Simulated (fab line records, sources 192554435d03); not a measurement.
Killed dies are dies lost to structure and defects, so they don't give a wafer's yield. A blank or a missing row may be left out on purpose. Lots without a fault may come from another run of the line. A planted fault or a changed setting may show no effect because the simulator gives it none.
Which tool did it? | flow n5_finfet | 12 lots, 36 wafers sampled, at 3 steps of a route of 1938

WHAT THE GAUGES READ, wafer by wafer
N5_BEOL_M12_RS_MEAS_54: measures by four-point-probe.
lot  | measured     | on            | M12_RS (ohm/sq)
L076 | day 11 13:34 | film_metro-02 | 0.0603 0.0599 0.0593
L077 | day 12 01:43 | film_metro-02 | 0.0605 0.0611 0.0587
L080 | day 12 16:14 | film_metro-02 | 0.0602 0.0609 0.0611
L082 | day 12 23:31 | film_metro-02 | 0.0613 0.0595 0.0604
L081 | day 13 06:07 | film_metro-01 | 0.0602 0.0607 0.0618
L085 | day 14 06:29 | film_metro-02 | 0.0596 0.0612 0.0610
L086 | day 14 12:24 | film_metro-02 | 0.0598 0.0604 0.0599
L090 | day 15 02:04 | film_metro-02 | 0.0601 0.0601 0.0602
L091 | day 15 03:50 | film_metro-02 | 0.0593 0.0596 0.0596
L093 | day 16 06:40 | film_metro-01 | 0.0607 0.0610 0.0624
L096 | day 16 13:35 | film_metro-01 | 0.0619 0.0593 0.0601
L097 | day 16 18:53 | film_metro-02 | 0.0613 0.0587 0.0604

WHICH TOOL RAN EACH LOT (tool, then ch and the chambers of the sampled wafers, then the start)
lot  | N5_BEOL_M12_SPUTTER_43       | N5_BEOL_M12_SPUTTER_44
L076 | pvd_sputter-01, day 11 12:25 | pvd_sputter-01, day 11 12:30
L077 | pvd_sputter-01, day 11 23:58 | pvd_sputter-01, day 12 00:03
L080 | pvd_sputter-03, day 12 14:56 | pvd_sputter-03, day 12 15:01
L082 | pvd_sputter-01, day 12 22:23 | pvd_sputter-01, day 12 22:28
L081 | pvd_sputter-03, day 13 04:44 | pvd_sputter-03, day 13 04:49
L085 | pvd_sputter-03, day 14 05:21 | pvd_sputter-03, day 14 05:26
L086 | pvd_sputter-02, day 14 11:16 | pvd_sputter-02, day 14 11:20
L090 | pvd_sputter-01, day 15 00:53 | pvd_sputter-01, day 15 00:58
L091 | pvd_sputter-03, day 15 01:36 | pvd_sputter-03, day 15 01:41
L093 | pvd_sputter-02, day 16 05:29 | pvd_sputter-02, day 16 05:34
L096 | pvd_sputter-03, day 16 12:25 | pvd_sputter-03, day 16 12:29
L097 | pvd_sputter-02, day 16 17:29 | pvd_sputter-02, day 16 17:34
- N5_BEOL_M12_SPUTTER_43: material TaN, target thk 15 nm, time 24.19 s.
- N5_BEOL_M12_SPUTTER_44: material Ta, target thk 10 nm, time 16.13 s.

THE ANSWER, worked out from the rows above alone
Rule: what is usual is taken from the lots themselves. Put in order of their means at a reading, lots are off if they are a third of the lots or fewer, leave a main group of 4 or more, and stand apart from it by a gap of 3 or more times the standard deviation of the main group's means; of several such gaps the widest counts. A main group whose means are all the same, to the digits that the tables above print for the reading, isn't used. A lot without any number at a reading at which 4 lots or more have one is off too. The other lots that the step has rows for count as sound.
No lot is off at any reading shown: from this, nothing can be told.

WHAT THE SIMULATOR HAD PUT IN
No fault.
